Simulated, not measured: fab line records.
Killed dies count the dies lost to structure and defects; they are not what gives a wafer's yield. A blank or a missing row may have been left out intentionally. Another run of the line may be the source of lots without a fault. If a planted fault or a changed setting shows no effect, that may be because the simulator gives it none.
Which tool was responsible?    flow n5 finfet    18 lots with 54 wafers sampled at 6 steps, on a route of 1938 steps

## WHAT THE GAUGES SHOWED, per wafer
Not one reading of a measure or inspect step in the record can be checked against a usual standard deviation.

## TOOL THAT RAN EACH LOT (tool first, then ch and the chambers of the sampled wafers, then the start)
lot   N5_BEOL_M0_SAQP_ETCH_107            N5_BEOL_M0_SAQP_STRIP_108           N5_BEOL_M0_CUTY_ETCH_62             N5_BEOL_M1_ETCH_74                  N5_BEOL_M1_HM_OPEN_17              N5_BEOL_M1_ETCH_77
L074  rie diel-05 ch 0,3, day 5 18:10     rie diel-05 ch 0,3, day 5 18:13     rie diel-04 ch 0,3, day 5 21:08     rie diel-05 ch 0,2,3, day 6 05:53   rie metal-01 ch 0,1, day 6 06:06   rie diel-05 ch 1,2,3, day 6 07:12
L075  rie diel-06 ch 0,3, day 6 05:50     rie diel-06 ch 0,3, day 6 05:52     rie diel-03 ch 0,2,3, day 6 09:10   rie diel-02 ch 0,1,2, day 6 17:50   rie metal-01 ch 0,1, day 6 18:03   rie diel-02 ch 0,2,3, day 6 18:45
L078  rie diel-05 ch 0,1,3, day 6 16:07   rie diel-05 ch 0,1,3, day 6 16:09   rie diel-04 ch 0,1,3, day 6 19:40   rie diel-05 ch 0,2,3, day 7 03:38   rie metal-03 ch 0,1, day 7 03:51   rie diel-06 ch 0,2,3, day 7 04:30
L079  rie diel-06 ch 0,1,3, day 7 00:42   rie diel-06 ch 0,1,3, day 7 00:44   rie diel-01 ch 1,2,3, day 7 03:49   rie diel-02 ch 0,3, day 7 15:10     rie metal-03 ch 0,1, day 7 15:22   rie diel-06 ch 0,3, day 7 16:05
L080  rie diel-05 ch 0,2, day 7 04:17     rie diel-05 ch 0,2, day 7 04:20     rie diel-04 ch 0,1,3, day 7 07:11   rie diel-06 ch 0,3, day 7 17:45     rie metal-02 ch 0,1, day 7 17:58   rie diel-02 ch 1,2,3, day 7 19:00
L081  rie diel-05 ch 1,2,3, day 7 11:17   rie diel-05 ch 1,2,3, day 7 11:20   rie diel-01 ch 0,2,3, day 7 14:38   rie diel-06 ch 0,2,3, day 7 23:33   rie metal-01 ch 0,1, day 7 23:46   rie diel-05 ch 1,2,3, day 8 00:40
L082  rie diel-02 ch 0,1,3, day 7 21:19   rie diel-02 ch 0,1,3, day 7 21:22   rie diel-01 ch 0,2, day 8 00:15     rie diel-05 ch 0,1,2, day 8 11:14   rie metal-01 ch 0,1, day 8 11:29   rie diel-05 ch 0,2,3, day 8 12:14
L083  rie diel-05 ch 1,3, day 8 02:05     rie diel-05 ch 1,3, day 8 02:08     rie diel-01 ch 0,1,2, day 8 05:44   rie diel-02 ch 0,2, day 8 17:38     rie metal-03 ch 0,1, day 8 17:50   rie diel-05 ch 1,3, day 8 18:37
L084  rie diel-06 ch 0,2, day 8 07:39     rie diel-06 ch 0,2, day 8 07:41     rie diel-01 ch 1,2,3, day 8 12:41   rie diel-02 ch 2,3, day 8 20:19     rie metal-02 ch 0,1, day 8 20:31   rie diel-06 ch 0,1, day 8 21:11
L086  rie diel-05 ch 1,2,3, day 9 00:16   rie diel-05 ch 1,2,3, day 9 00:18   rie diel-04 ch 0,1,2, day 9 03:02   rie diel-02 ch 1,3, day 9 10:25     rie metal-03 ch 0,1, day 9 10:37   rie diel-02 ch 1,3, day 9 11:32
L087  rie diel-05 ch 1,2,3, day 9 03:51   rie diel-05 ch 1,2,3, day 9 03:53   rie diel-03 ch 0,2,3, day 9 08:13   rie diel-06 ch 0,1,2, day 9 14:21   rie metal-01 ch 0,1, day 9 14:34   rie diel-06 ch 0,2, day 9 15:23
L088  rie diel-05 ch 1,2,3, day 9 07:41   rie diel-05 ch 1,2,3, day 9 07:43   rie diel-04 ch 0,1,2, day 9 10:53   rie diel-05 ch 0,1,3, day 9 19:40   rie metal-01 ch 0,1, day 9 19:52   rie diel-02 ch 1,3, day 9 20:32
L089  rie diel-06 ch 0,1,3, day 9 11:52   rie diel-06 ch 0,1,3, day 9 11:55   rie diel-04 ch 0,1,2, day 9 15:17   rie diel-02 ch 1,2,3, day 9 23:59   rie metal-01 ch 0,1, day 10 00:11  rie diel-06 ch 1,2, day 10 01:13
L090  rie diel-06 ch 0,1, day 9 18:06     rie diel-06 ch 0,1, day 9 18:08     rie diel-03 ch 0,1,2, day 9 21:20   rie diel-06 ch 0,3, day 10 08:04    rie metal-01 ch 0, day 10 08:20    rie diel-02 ch 1,2,3, day 10 09:10
L091  rie diel-05 ch 0,2,3, day 9 21:02   rie diel-05 ch 0,2,3, day 9 21:05   rie diel-01 ch 1,2,3, day 10 00:44  rie diel-02 ch 0,3, day 10 08:29    rie metal-03 ch 0,1, day 10 08:43  rie diel-02 ch 0,1,2, day 10 09:29
L092  rie diel-05 ch 1,2,3, day 10 05:39  rie diel-05 ch 1,2,3, day 10 05:41  rie diel-04 ch 0,2, day 10 08:40    rie diel-05 ch 0,1,2, day 10 16:46  rie metal-01 ch 0, day 10 16:59    rie diel-02 ch 2,3, day 10 18:02
L094  rie diel-06 ch 0,3, day 10 19:27    rie diel-06 ch 0,3, day 10 19:29    rie diel-03 ch 1,2,3, day 11 00:24  rie diel-05 ch 0,1,2, day 11 08:43  rie metal-02 ch 0,1, day 11 08:57  rie diel-05 ch 1,3, day 11 09:41
L097  rie diel-06 ch 1,2,3, day 11 11:43  rie diel-06 ch 1,2,3, day 11 11:46  rie diel-03 ch 2, day 11 14:35      rie diel-06 ch 1,2,3, day 12 02:02  rie metal-02 ch 0,1, day 12 02:16  rie diel-05 ch 0,2,3, day 12 03:02
- N5_BEOL_M0_SAQP_ETCH_107: etches SiNx in CH3F/O2, target depth 30 nm.
- N5_BEOL_M0_SAQP_STRIP_108: strips in N2/H2.
- N5_BEOL_M0_CUTY_ETCH_62: etches SiARC in CF4, time 58.5 s.
- N5_BEOL_M1_ETCH_74: etches underlayer in N2/H2, target depth 6.5 nm, time 5.2 s.
- N5_BEOL_M1_HM_OPEN_17: chemistry Cl2/BCl3, target TiN, target depth 20 nm, overetch 6 nm.
- N5_BEOL_M1_ETCH_77: etches underlayer in N2/H2, target depth 6.5 nm, time 5.2 s.

## WHAT THE TOOLS THEMSELVES READ (means of the sampled wafers that have a number; where no wafer has one, the mark that the record gives instead)
N5_BEOL_M0_SAQP_ETCH_107. Usual: drypump motor current A 5.7 A, standard deviation 0.43; oes product au 0.77 a.u., standard deviation 0.084; rf vpp V 299 V, standard deviation 4.2; showerhead plenum p Torr 2.00 Torr, standard deviation 0.076; throttle valve pct 16.48 %, standard deviation 0.23.
lot   tool         drypump motor current A (A)  oes product au (a.u.)  rf vpp V (V)  showerhead plenum p Torr (Torr)  throttle valve pct (%)  flag
L074  rie diel-05  5.6                          0.71                   298           1.98                             16.46                   
L075  rie diel-06  5.7                          0.75                   303           1.90                             16.60                   
L078  rie diel-05  5.5                          0.71                   299           2.01                             16.39                   
L079  rie diel-06  5.9                          0.76                   299           1.91                             16.63                   
L080  rie diel-05  5.9                          0.73                   296           2.02                             16.69                   
L081  rie diel-05  5.6                          0.73                   298           2.05                             16.43                   
L082  rie diel-02  6.0                          0.85                   301           2.07                             16.29                   
L083  rie diel-05  5.4                          0.70                   300           2.04                             16.34                   
L084  rie diel-06  5.5                          0.83                   298           1.91                             16.49                   
L086  rie diel-05  5.6                          0.72                   298           2.04                             16.46                   
L087  rie diel-05  5.6                          0.72                   298           2.04                             16.46                   
L088  rie diel-05  5.6                          0.71                   298           2.04                             16.46                   
L089  rie diel-06  5.9                          0.74                   300           1.91                             16.66                   
L090  rie diel-06  6.0                          0.76                   295           1.94                             16.67                   
L091  rie diel-05  5.6                          0.82                   297           2.01                             16.38                   
L092  rie diel-05  5.6                          0.71                   298           2.04                             16.48                   
L094  rie diel-06  5.5                          0.74                   300           1.85                             16.64                   
L097  rie diel-06  6.2                          0.77                   302           1.97                             16.62                   

N5_BEOL_M0_SAQP_STRIP_108. Usual: for bias power w, 28.01 W with a standard deviation of 0.079; for drypump motor current A, 5.7 A with a standard deviation of 0.43; for n2 flow sccm, 300.0 sccm with a standard deviation of 0.91; for oes product au, 0.77 a.u. with a standard deviation of 0.084; for rf vpp V, 121.8 V with a standard deviation of 1; for showerhead plenum p Torr, 3.36 Torr with a standard deviation of 0.13; for throttle valve pct, 19.17 % with a standard deviation of 0.28.
lot   tool         bias power w (W)  drypump motor current A (A)  n2 flow sccm (sccm)  oes product au (a.u.)  rf vpp V (V)  showerhead plenum p Torr (Torr)  throttle valve pct (%)  flag
L074  rie diel-05  27.98             5.6                          300.7                0.72                   121.0         3.32                             19.22                   
L075  rie diel-06  28.08             5.8                          299.4                0.74                   121.1         3.17                             19.10                   
L078  rie diel-05  27.98             5.6                          299.6                0.71                   122.3         3.37                             19.25                   
L079  rie diel-06  27.99             5.9                          300.2                0.75                   120.5         3.21                             19.12                   
L080  rie diel-05  28.01             5.9                          299.8                0.72                   121.8         3.37                             19.44                   
L081  rie diel-05  27.99             5.6                          300.3                0.72                   122.5         3.44                             19.25                   
L082  rie diel-02  28.02             6.0                          299.6                0.84                   122.3         3.49                             19.21                   
L083  rie diel-05  27.99             5.5                          300.7                0.70                   122.3         3.43                             19.28                   
L084  rie diel-06  27.99             5.6                          300.2                0.83                   121.0         3.23                             18.91                   
L086  rie diel-05  28.04             5.6                          299.9                0.72                   122.5         3.44                             19.27                   
L087  rie diel-05  27.97             5.6                          300.1                0.71                   121.2         3.44                             19.27                   
L088  rie diel-05  28.01             5.6                          299.9                0.71                   121.3         3.43                             19.27                   
L089  rie diel-06  28.05             5.9                          300.2                0.74                   120.7         3.21                             19.16                   
L090  rie diel-06  27.90             6.1                          300.6                0.75                   121.8         3.26                             19.18                   
L091  rie diel-05  28.03             5.7                          299.2                0.81                   121.5         3.38                             19.13                   
L092  rie diel-05  28.03             5.6                          298.6                0.70                   122.3         3.43                             19.28                   
L094  rie diel-06  28.06             5.5                          299.7                0.74                   121.6         3.13                             19.08                   
L097  rie diel-06  28.07             6.2                          299.1                0.78                   122.9         3.30                             19.11                   

N5_BEOL_M0_CUTY_ETCH_62. Usual: drypump motor current A 6.0 A, standard deviation 0.48; etch rf on time s 59.3 s, standard deviation 1.2; oes product au 0.67 a.u., standard deviation 0.081; rf vpp V 183.8 V, standard deviation 1; showerhead plenum p Torr 2.11 Torr, standard deviation 0.063; throttle valve pct 15.6 %, standard deviation 0.31.
lot   tool         drypump motor current A (A)  etch rf on time s (s)  oes product au (a.u.)  rf vpp V (V)  showerhead plenum p Torr (Torr)  throttle valve pct (%)  flag
L074  rie diel-04  5.7                          59.1                   0.65                   182.8         2.12                             15.8                    
L075  rie diel-03  5.8                          60.0                   0.62                   183.5         2.11                             15.5                    
L078  rie diel-04  5.9                          60.4                   0.61                   184.1         2.12                             15.7                    
L079  rie diel-01  6.1                          58.6                   0.75                   183.5         2.08                             15.5                    
L080  rie diel-04  5.9                          60.9                   0.60                   184.5         2.12                             15.7                    
L081  rie diel-01  6.4                          58.4                   0.69                   183.7         2.13                             15.7                    
L082  rie diel-01  6.5                          59.8                   0.63                   183.7         2.11                             16.0                    
L083  rie diel-01  6.2                          58.6                   0.68                   183.5         2.12                             15.8                    
L084  rie diel-01  6.1                          57.6                   0.74                   183.9         2.08                             15.6                    
L086  rie diel-04  6.0                          60.0                   0.68                   184.6         2.13                             15.7                    
L087  rie diel-03  5.8                          59.0                   0.62                   184.0         2.10                             15.5                    
L088  rie diel-04  6.0                          60.1                   0.67                   183.6         2.13                             15.7                    
L089  rie diel-04  6.0                          60.4                   0.67                   183.2         2.13                             15.7                    
L090  rie diel-03  5.4                          59.1                   0.68                   183.7         2.09                             15.4                    
L091  rie diel-01  6.1                          58.0                   0.72                   183.2         2.08                             15.6                    
L092  rie diel-04  5.9                          59.5                   0.62                   184.7         2.11                             16.0                    
L094  rie diel-03  5.7                          59.8                   0.67                   183.5         2.15                             15.4                    
L097  rie diel-03  5.3                          59.1                   0.63                   183.0         2.05                             15.4                    

N5_BEOL_M1_ETCH_74. Usual: for drypump motor current A, 5.8 A with a standard deviation of 0.48; for etch rf on time s, 5.14 s with a standard deviation of 0.12; for n2 flow sccm, 200.1 sccm with a standard deviation of 0.62; for oes product au, 0.69 a.u. with a standard deviation of 0.081; for rf vpp V, 524 V with a standard deviation of 3.1; for showerhead plenum p Torr, 2.56 Torr with a standard deviation of 0.1; for throttle valve pct, 17.96 % with a standard deviation of 0.22.
lot   tool         drypump motor current A (A)  etch rf on time s (s)  n2 flow sccm (sccm)  oes product au (a.u.)  rf vpp V (V)  showerhead plenum p Torr (Torr)  throttle valve pct (%)  flag
L074  rie diel-05  5.6                          5.17                   200.5                0.64                   526           2.56                             18.03                   
L075  rie diel-02  6.0                          5.10                   200.0                0.69                   526           2.60                             17.78                   
L078  rie diel-05  5.6                          5.11                   200.6                0.63                   524           2.56                             18.03                   
L079  rie diel-02  5.6                          5.10                   199.8                0.72                   525           2.60                             18.04                   
L080  rie diel-06  5.5                          5.07                   199.8                0.65                   519           2.38                             18.05                   
L081  rie diel-06  5.8                          5.21                   199.5                0.70                   522           2.45                             18.00                   
L082  rie diel-05  5.8                          5.30                   199.4                0.61                   524           2.60                             18.15                   
L083  rie diel-02  5.6                          5.04                   200.1                0.67                   523           2.51                             17.81                   
L084  rie diel-02  5.2                          5.02                   200.8                0.75                   525           2.54                             18.05                   
L086  rie diel-02  6.1                          5.14                   199.8                0.76                   527           2.67                             17.93                   
L087  rie diel-06  5.9                          5.15                   200.0                0.69                   521           2.49                             18.03                   
L088  rie diel-05  5.6                          5.26                   200.7                0.67                   524           2.54                             17.84                   
L089  rie diel-02  5.7                          5.14                   200.4                0.72                   524           2.58                             17.95                   
L090  rie diel-06  5.5                          5.09                   200.3                0.64                   518           2.37                             18.10                   
L091  rie diel-02  5.5                          5.04                   200.6                0.78                   525           2.59                             17.93                   
L092  rie diel-05  5.9                          5.24                   199.8                0.68                   525           2.59                             18.06                   
L094  rie diel-05  5.8                          5.23                   200.2                0.67                   525           2.59                             18.09                   
L097  rie diel-06  6.2                          5.25                   200.0                0.65                   522           2.50                             18.08                   

N5_BEOL_M1_HM_OPEN_17. Usual: drypump motor current A 5.3 A, standard deviation 0.39; oes product au 0.65 a.u., standard deviation 0.11; throttle valve pct 22.2 %, standard deviation 0.36.
lot   tool          drypump motor current A (A)  oes product au (a.u.)  throttle valve pct (%)  flag
L074  rie metal-01  5.3                          0.51                   22.7                    
L075  rie metal-01  5.1                          0.51                   22.6                    
L078  rie metal-03  5.1                          0.75                   22.0                    
L079  rie metal-03  5.2                          0.72                   22.1                    
L080  rie metal-02  5.4                          0.74                   21.9                    
L081  rie metal-01  5.1                          0.52                   22.6                    
L082  rie metal-01  5.3                          0.52                   22.7                    
L083  rie metal-03  5.1                          0.73                   22.0                    
L084  rie metal-02  5.4                          0.74                   21.9                    
L086  rie metal-03  5.2                          0.73                   22.0                    
L087  rie metal-01  5.3                          0.52                   22.7                    
L088  rie metal-01  5.1                          0.50                   22.6                    
L089  rie metal-01  5.1                          0.50                   22.6                    
L090  rie metal-01  4.8                          0.50                   22.6                    
L091  rie metal-03  5.1                          0.72                   22.0                    
L092  rie metal-01  4.8                          0.50                   22.6                    
L094  rie metal-02  5.4                          0.72                   22.0                    
L097  rie metal-02  5.4                          0.71                   22.0                    

N5_BEOL_M1_ETCH_77. Usual: for drypump motor current A, 5.8 A with a standard deviation of 0.48; for etch rf on time s, 5.16 s with a standard deviation of 0.12; for n2 flow sccm, 200.1 sccm with a standard deviation of 0.56; for oes product au, 0.68 a.u. with a standard deviation of 0.076; for rf vpp V, 524 V with a standard deviation of 3.1; for showerhead plenum p Torr, 2.54 Torr with a standard deviation of 0.1; for throttle valve pct, 17.97 % with a standard deviation of 0.22.
lot   tool         drypump motor current A (A)  etch rf on time s (s)  n2 flow sccm (sccm)  oes product au (a.u.)  rf vpp V (V)  showerhead plenum p Torr (Torr)  throttle valve pct (%)  flag
L074  rie diel-05  5.6                          5.21                   199.4                0.63                   526           2.61                             18.00                   
L075  rie diel-02  5.6                          5.02                   199.5                0.70                   525           2.55                             17.90                   
L078  rie diel-06  5.8                          5.21                   199.8                0.70                   522           2.46                             17.98                   
L079  rie diel-06  5.7                          5.16                   200.7                0.63                   520           2.39                             18.05                   
L080  rie diel-02  5.7                          5.13                   200.0                0.75                   525           2.58                             17.92                   
L081  rie diel-05  5.6                          5.23                   200.3                0.62                   526           2.61                             18.03                   
L082  rie diel-05  5.6                          5.16                   199.7                0.62                   524           2.56                             18.05                   
L083  rie diel-05  5.4                          5.38                   199.7                0.59                   525           2.60                             17.93                   
L084  rie diel-06  6.1                          5.03                   200.3                0.66                   522           2.46                             18.13                   
L086  rie diel-02  5.7                          5.10                   200.0                0.76                   527           2.63                             18.05                   
L087  rie diel-06  5.8                          5.32                   200.1                0.73                   524           2.52                             17.98                   
L088  rie diel-02  6.1                          5.18                   199.9                0.75                   527           2.67                             17.94                   
L089  rie diel-06  6.4                          5.17                   199.7                0.69                   524           2.54                             18.09                   
L090  rie diel-02  5.7                          5.07                   200.5                0.72                   525           2.57                             17.96                   
L091  rie diel-02  6.0                          5.15                   199.6                0.75                   525           2.59                             17.68                   
L092  rie diel-02  5.3                          5.03                   200.6                0.71                   523           2.49                             17.98                   
L094  rie diel-05  5.3                          5.30                   200.0                0.58                   524           2.55                             17.86                   
L097  rie diel-05  5.7                          5.23                   200.0                0.66                   523           2.55                             17.95                   

## THE ANSWER, worked out from the rows above alone
Rule: a lot counts as off when the mean over its wafers that have a number is more than 3 standard deviations away from the usual mean. Also off: a lot with no number at a reading for which 4 or more lots have one. The other lots that the step has rows for count as sound. After the gauges, taken in route order, come the tools' own readings; for these a lot's mean is taken, as printed above. At the first step where some lot is off, the reading lying furthest off is the one used; lots without a number count as furthest.
No lot is off on any of the readings shown, so nothing can be concluded from this.

## WHAT THE SIMULATOR HAD INSERTED
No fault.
